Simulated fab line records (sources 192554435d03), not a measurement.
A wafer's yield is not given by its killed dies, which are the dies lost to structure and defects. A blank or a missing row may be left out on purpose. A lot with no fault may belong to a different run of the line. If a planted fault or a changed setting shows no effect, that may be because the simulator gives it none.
The tool behind it: which one?	flow n5-finfet	24 lots with 72 wafers sampled at 6 steps, on a route of 1938 steps

== WHAT THE GAUGES SHOWED, per wafer ==
The record holds no reading of a measuring or inspecting step that can be judged against a usual standard deviation.

== TOOL THAT RAN EACH LOT (tool first, then ch and the chambers of the sampled wafers, then the start) ==
lot	N5_BEOL_M0_SAQP_RECESS_104	N5_BEOL_M0_SAQP_ETCH_49	N5_BEOL_M0_CUTY_ETCH_62	N5_BEOL_M0_SURFACE_TREAT_137	N5_BEOL_M0_ANNEAL_119	N5_BEOL_M0_DEP_125
L074	vapor-etch-02 ch 0,1, day 5 18:17	rie-diel-01 ch 1,2,3, day 5 21:14	rie-diel-04 ch 0,1,2, day 5 21:56	pvd-sputter-03, day 6 03:35	rtp-anneal-02 ch 0, day 6 06:05	pecvd-02 ch 0,1,2, day 6 07:16
L075	vapor-etch-01 ch 0,1, day 6 00:21	rie-diel-06 ch 0,3, day 6 03:28	rie-diel-02 ch 1,2,3, day 6 04:05	pvd-sputter-02, day 6 09:07	rtp-anneal-02 ch 0, day 6 09:53	pecvd-02 ch 0,2, day 6 10:41
L076	vapor-etch-01 ch 0,1, day 6 05:02	rie-diel-06 ch 0,1,2, day 6 07:49	rie-diel-05 ch 0,1, day 6 08:35	pvd-sputter-02, day 6 11:28	rtp-anneal-01 ch 0, day 6 13:14	pecvd-04 ch 0,2, day 6 14:05
L077	vapor-etch-01 ch 0,1, day 6 08:54	rie-diel-01 ch 1,2,3, day 6 12:06	rie-diel-05 ch 0,1, day 6 12:43	pvd-sputter-01, day 6 18:43	rtp-anneal-01 ch 0, day 6 19:30	pecvd-04 ch 1,2, day 6 20:41
L078	vapor-etch-01 ch 0,1, day 6 12:59	rie-diel-01 ch 2,3, day 6 16:19	rie-diel-04 ch 0,1,2, day 6 17:08	pvd-sputter-02, day 6 20:04	rtp-anneal-02 ch 0, day 6 22:02	pecvd-02 ch 0,2, day 6 22:49
L079	vapor-etch-02 ch 0,1, day 6 21:22	rie-diel-06 ch 1,2, day 7 00:55	rie-diel-05 ch 0,1, day 7 01:32	pvd-sputter-03, day 7 03:48	rtp-anneal-01 ch 0, day 7 05:01	pecvd-02 ch 0,2, day 7 05:43
L080	vapor-etch-02 ch 0,1, day 6 23:11	rie-diel-01 ch 0,1,3, day 7 03:13	rie-diel-05 ch 0,1,2, day 7 03:42	pvd-sputter-03, day 7 09:19	rtp-anneal-02 ch 0, day 7 11:45	pecvd-01 ch 0,1, day 7 12:49
L081	vapor-etch-02 ch 0,1, day 7 16:06	rie-diel-03 ch 2,3, day 7 18:53	rie-diel-02 ch 0,1, day 7 19:31	pvd-sputter-02, day 7 22:50	rtp-anneal-02 ch 0, day 8 00:20	pecvd-04 ch 0,1, day 8 01:08
L082	vapor-etch-01 ch 0,1, day 7 18:23	rie-diel-03 ch 0,1,3, day 7 21:14	rie-diel-04 ch 0,3, day 7 21:46	pvd-sputter-02, day 7 23:36	rtp-anneal-02 ch 0, day 8 00:37	pecvd-01 ch 0,1,2, day 8 01:25
L083	vapor-etch-01 ch 1, day 8 00:14	rie-diel-01 ch 0,2,3, day 8 03:44	rie-diel-04 ch 0,2, day 8 04:14	pvd-sputter-03, day 8 06:44	rtp-anneal-02 ch 0, day 8 09:46	pecvd-04 ch 0,1,2, day 8 10:34
L084	vapor-etch-01 ch 0,1, day 8 04:28	rie-diel-06 ch 1,2,3, day 8 08:17	rie-diel-04 ch 0,1, day 8 09:07	pvd-sputter-03, day 8 14:09	rtp-anneal-02 ch 0, day 8 15:06	pecvd-01 ch 0,2, day 8 15:53
L086	vapor-etch-01 ch 0, day 8 15:05	rie-diel-06 ch 0,2,3, day 8 18:13	rie-diel-02 ch 0,1,3, day 8 18:42	pvd-sputter-03, day 9 03:29	rtp-anneal-01 ch 0, day 9 04:23	pecvd-01 ch 1,2, day 9 05:11
L085	vapor-etch-01 ch 0,1, day 8 18:33	rie-diel-01 ch 1,2,3, day 8 23:20	rie-diel-02 ch 0,1,2, day 8 23:50	pvd-sputter-03, day 9 02:44	rtp-anneal-02 ch 0, day 9 03:35	pecvd-02 ch 0,1,2, day 9 04:22
L087	vapor-etch-01 ch 0,1, day 9 00:34	rie-diel-03 ch 0,2,3, day 9 03:25	rie-diel-05 ch 1,2,3, day 9 04:22	pvd-sputter-02, day 9 10:59	rtp-anneal-02 ch 0, day 9 11:53	pecvd-02 ch 0,1, day 9 12:41
L088	vapor-etch-01 ch 0,1, day 9 03:05	rie-diel-06 ch 0,2, day 9 05:50	rie-diel-05 ch 0,1,2, day 9 06:26	pvd-sputter-01, day 9 11:07	rtp-anneal-01 ch 0, day 9 11:58	pecvd-01 ch 0,1, day 9 12:47
L089	vapor-etch-01 ch 0,1, day 9 11:07	rie-diel-06 ch 1,2,3, day 9 14:32	rie-diel-05 ch 2,3, day 9 15:08	pvd-sputter-01, day 9 18:34	rtp-anneal-02 ch 0, day 9 19:56	pecvd-02 ch 0,1, day 9 20:44
L090	vapor-etch-02 ch 0,1, day 9 11:59	rie-diel-03 ch 1,3, day 9 15:00	rie-diel-04 ch 1,2,3, day 9 15:37	pvd-sputter-01, day 9 18:19	rtp-anneal-01 ch 0, day 9 19:53	pecvd-01 ch 0,1,2, day 9 20:40
L091	vapor-etch-02 ch 0,1, day 9 17:08	rie-diel-01 ch 2,3, day 9 20:14	rie-diel-05 ch 2,3, day 9 21:01	pvd-sputter-02, day 10 00:04	rtp-anneal-01 ch 0, day 10 01:51	pecvd-01 ch 0,1, day 10 02:33
L092	vapor-etch-01 ch 1, day 9 22:03	rie-diel-03 ch 0,2, day 10 01:21	rie-diel-04 ch 0,1,3, day 10 01:58	pvd-sputter-02, day 10 06:04	rtp-anneal-01 ch 0, day 10 06:51	pecvd-02 ch 0, day 10 07:40
L093	vapor-etch-02 ch 0,1, day 10 06:44	rie-diel-03 ch 0,3, day 10 09:24	rie-diel-04 ch 0,3, day 10 10:16	pvd-sputter-03, day 10 16:43	rtp-anneal-01 ch 0, day 10 17:37	pecvd-01 ch 0,2, day 10 18:19
L094	vapor-etch-02 ch 0,1, day 10 12:14	rie-diel-01 ch 0,2,3, day 10 15:29	rie-diel-05 ch 0,2, day 10 15:58	pvd-sputter-01, day 10 18:40	rtp-anneal-01 ch 0, day 10 19:54	pecvd-02 ch 0,1, day 10 20:41
L095	vapor-etch-01 ch 0,1, day 10 16:49	rie-diel-06 ch 0,2,3, day 10 20:04	rie-diel-02 ch 0,1,2, day 10 20:35	pvd-sputter-01, day 11 00:28	rtp-anneal-02 ch 0, day 11 01:35	pecvd-04 ch 0,1,2, day 11 02:19
L096	vapor-etch-02 ch 0,1, day 10 20:49	rie-diel-01 ch 0,1,2, day 10 23:48	rie-diel-02 ch 0,1,2, day 11 00:17	pvd-sputter-02, day 11 04:45	rtp-anneal-01 ch 0, day 11 05:33	pecvd-01 ch 0,1,2, day 11 06:20
L097	vapor-etch-01 ch 1, day 11 05:03	rie-diel-06 ch 0,1,3, day 11 08:26	rie-diel-05 ch 0,1,3, day 11 09:04	pvd-sputter-02, day 11 12:50	rtp-anneal-02 ch 0, day 11 13:39	pecvd-02 ch 0,1,2, day 11 14:24
- N5_BEOL_M0_SAQP_RECESS_104: chemistry HF/NH3, target SiO2, target depth 18 nm, afs cycles 3, sublimation time 60 s.
- N5_BEOL_M0_SAQP_ETCH_49: etches SiO2 in CF4/O2, target depth 37 nm.
- N5_BEOL_M0_CUTY_ETCH_62: etches SiARC in CF4, time 58.5 s.
- N5_BEOL_M0_SURFACE_TREAT_137
- N5_BEOL_M0_ANNEAL_119: time 90 s.
- N5_BEOL_M0_DEP_125: deposits SiCN from 3MS/NH3, target thk 8 nm, time 14 s.

== AS READ BY THE TOOLS THEMSELVES (means over the sampled wafers that have a number; for cases with no such wafer, the mark the record gives instead) ==
N5_BEOL_M0_SAQP_RECESS_104.
lot	tool	drypump-motor-current-A (A)
L074	vapor-etch-02	5.88
L075	vapor-etch-01	5.75
L076	vapor-etch-01	5.73
L077	vapor-etch-01	5.74
L078	vapor-etch-01	5.63
L079	vapor-etch-02	5.71
L080	vapor-etch-02	5.88
L081	vapor-etch-02	5.73
L082	vapor-etch-01	5.74
L083	vapor-etch-01	5.52
L084	vapor-etch-01	5.75
L086	vapor-etch-01	5.87
L085	vapor-etch-01	5.63
L087	vapor-etch-01	5.76
L088	vapor-etch-01	5.76
L089	vapor-etch-01	5.75
L090	vapor-etch-02	5.88
L091	vapor-etch-02	5.88
L092	vapor-etch-01	5.53
L093	vapor-etch-02	5.87
L094	vapor-etch-02	5.70
L095	vapor-etch-01	5.64
L096	vapor-etch-02	5.87
L097	vapor-etch-01	5.55

N5_BEOL_M0_SAQP_ETCH_49.
lot	tool	drypump-motor-current-A (A)	oes-product-au (a.u.)	rf-fwd-power-W (W)	rf-vpp-V (V)	showerhead-plenum-p-Torr (Torr)	throttle-valve-pct (%)
L074	rie-diel-01	5.65	0.75	533.7	242.1	2.20	15.82
L075	rie-diel-06	5.31	0.84	532.4	243.5	2.19	15.60
L076	rie-diel-06	5.79	0.88	532.7	243.2	2.27	15.49
L077	rie-diel-01	5.64	0.75	533.7	241.7	2.20	15.83
L078	rie-diel-01	5.67	0.75	532.8	242.3	2.17	15.86
L079	rie-diel-06	5.97	0.89	532.9	241.4	2.27	15.51
L080	rie-diel-01	5.44	0.78	532.2	240.7	2.22	15.83
L081	rie-diel-03	5.42	0.73	533.2	243.0	2.20	16.25
L082	rie-diel-03	5.51	0.74	533.8	238.8	2.14	15.84
L083	rie-diel-01	5.48	0.78	531.8	241.5	2.19	15.86
L084	rie-diel-06	5.67	0.81	530.7	242.1	2.21	15.65
L086	rie-diel-06	5.50	0.80	531.0	242.7	2.21	15.65
L085	rie-diel-01	5.63	0.73	534.0	241.7	2.20	15.86
L087	rie-diel-03	5.52	0.72	533.3	239.8	2.19	16.08
L088	rie-diel-06	5.78	0.82	534.3	243.4	2.28	15.55
L089	rie-diel-06	5.68	0.80	533.4	241.8	2.21	15.67
L090	rie-diel-03	5.54	0.72	532.9	240.7	2.13	15.98
L091	rie-diel-01	5.67	0.75	535.0	241.2	2.15	15.75
L092	rie-diel-03	5.47	0.72	531.3	237.0	2.19	15.97
L093	rie-diel-03	5.59	0.70	533.1	237.4	2.18	15.92
L094	rie-diel-01	5.47	0.77	533.1	241.6	2.18	15.89
L095	rie-diel-06	5.49	0.78	533.6	242.2	2.21	15.68
L096	rie-diel-01	5.45	0.75	532.8	242.7	2.22	16.01
L097	rie-diel-06	5.51	0.81	533.9	242.8	2.19	15.68

N5_BEOL_M0_CUTY_ETCH_62.
lot	tool	drypump-motor-current-A (A)	etch-rf-on-time-s (s)	oes-product-au (a.u.)	rf-fwd-power-W (W)	rf-vpp-V (V)	showerhead-plenum-p-Torr (Torr)	throttle-valve-pct (%)
L074	rie-diel-04	6.2	58.0	0.73	540.9	185.4	2.14	15.49
L075	rie-diel-02	5.9	58.6	0.65	538.6	184.4	2.20	15.57
L076	rie-diel-05	5.4	58.7	0.66	538.3	182.3	2.07	15.63
L077	rie-diel-05	5.4	58.9	0.65	540.6	183.5	2.07	15.63
L078	rie-diel-04	6.2	57.9	0.72	537.8	184.1	2.14	15.51
L079	rie-diel-05	5.4	59.0	0.65	537.5	182.8	2.07	15.63
L080	rie-diel-05	5.6	59.0	0.70	538.4	184.1	2.16	15.53
L081	rie-diel-02	5.4	58.6	0.72	537.7	185.7	2.26	15.36
L082	rie-diel-04	6.3	58.2	0.72	538.9	185.0	2.22	15.39
L083	rie-diel-04	6.3	57.4	0.76	538.2	184.9	2.21	15.46
L084	rie-diel-04	6.2	58.4	0.67	541.8	183.0	2.12	15.46
L086	rie-diel-02	5.6	58.5	0.68	539.9	184.9	2.24	15.44
L085	rie-diel-02	5.7	58.7	0.66	540.0	185.4	2.21	15.55
L087	rie-diel-05	5.8	57.8	0.67	537.8	184.4	2.16	15.69
L088	rie-diel-05	5.6	58.6	0.69	538.8	185.1	2.16	15.56
L089	rie-diel-05	6.0	58.2	0.71	537.7	185.5	2.25	15.58
L090	rie-diel-04	6.1	57.9	0.65	537.9	183.7	2.08	15.62
L091	rie-diel-05	6.0	58.5	0.71	539.4	185.3	2.25	15.60
L092	rie-diel-04	6.2	57.8	0.66	538.5	184.0	2.14	15.50
L093	rie-diel-04	6.3	57.3	0.70	539.4	185.0	2.21	15.44
L094	rie-diel-05	5.7	58.1	0.72	536.9	185.7	2.25	15.47
L095	rie-diel-02	5.7	58.1	0.74	537.3	185.0	2.20	15.41
L096	rie-diel-02	5.7	58.0	0.74	538.4	184.9	2.20	15.41
L097	rie-diel-05	5.7	58.7	0.69	539.2	184.1	2.13	15.56

N5_BEOL_M0_ANNEAL_119.
lot	tool	wafer_temp_C_max
L074	rtp-anneal-02	226.2
L075	rtp-anneal-02	226.5
L076	rtp-anneal-01	226.2
L077	rtp-anneal-01	225.8
L078	rtp-anneal-02	227.0
L079	rtp-anneal-01	226.3
L080	rtp-anneal-02	226.4
L081	rtp-anneal-02	226.5
L082	rtp-anneal-02	226.7
L083	rtp-anneal-02	226.9
L084	rtp-anneal-02	226.6
L086	rtp-anneal-01	226.1
L085	rtp-anneal-02	226.8
L087	rtp-anneal-02	226.9
L088	rtp-anneal-01	225.8
L089	rtp-anneal-02	226.4
L090	rtp-anneal-01	226.2
L091	rtp-anneal-01	226.0
L092	rtp-anneal-01	225.8
L093	rtp-anneal-01	225.9
L094	rtp-anneal-01	226.1
L095	rtp-anneal-02	226.5
L096	rtp-anneal-01	226.1
L097	rtp-anneal-02	226.6

N5_BEOL_M0_DEP_125.
lot	tool	rf-fwd-power-W (W)	showerhead-plenum-p-Torr (Torr)	throttle-valve-pct (%)
L074	pecvd-02	198.8	3.666	9.4
L075	pecvd-02	199.3	3.655	9.0
L076	pecvd-04	199.5	3.664	8.7
L077	pecvd-04	199.5	3.667	9.0
L078	pecvd-02	197.8	3.670	9.0
L079	pecvd-02	199.2	3.661	8.8
L080	pecvd-01	199.4	3.671	9.1
L081	pecvd-04	198.9	3.687	9.1
L082	pecvd-01	198.9	3.661	9.4
L083	pecvd-04	198.8	3.673	9.0
L084	pecvd-01	199.9	3.663	9.3
L086	pecvd-01	199.0	3.664	9.8
L085	pecvd-02	199.3	3.662	9.4
L087	pecvd-02	199.8	3.654	10.0
L088	pecvd-01	199.4	3.665	9.4
L089	pecvd-02	199.1	3.658	9.4
L090	pecvd-01	199.5	3.664	9.3
L091	pecvd-01	199.0	3.669	9.3
L092	pecvd-02	199.1	3.652	9.1
L093	pecvd-01	199.2	3.660	9.3
L094	pecvd-02	200.4	3.658	9.8
L095	pecvd-04	200.0	3.664	9.3
L096	pecvd-01	199.2	3.669	9.3
L097	pecvd-02	199.3	3.662	9.2

== THE ANSWER, worked out from the rows above alone ==
Rule: the usual values come from the lots themselves. The widest of any qualifying gaps counts: lots, ordered by their means at a reading, are off when they make up no more than a third of the lots, leave a main group of 4 or more, and stand apart from it by 3 or more times the standard deviation of that group's means. The tables above print the reading to a certain number of digits; a main group whose means all agree to those digits is not used. A lot without any number at a reading at which 4 lots or more have one is off too. Where the step has rows for the other lots, those lots are counted as sound. The gauges are gone through in route order, then the tools' own readings, and for those a lot's mean is taken as printed above. At the first step where some lot is off, the reading lying furthest off is the one used; lots without a number count as furthest.
Across all readings shown, no lot is off: no conclusion can be drawn from this.

== WHAT THE SIMULATOR PUT IN ==
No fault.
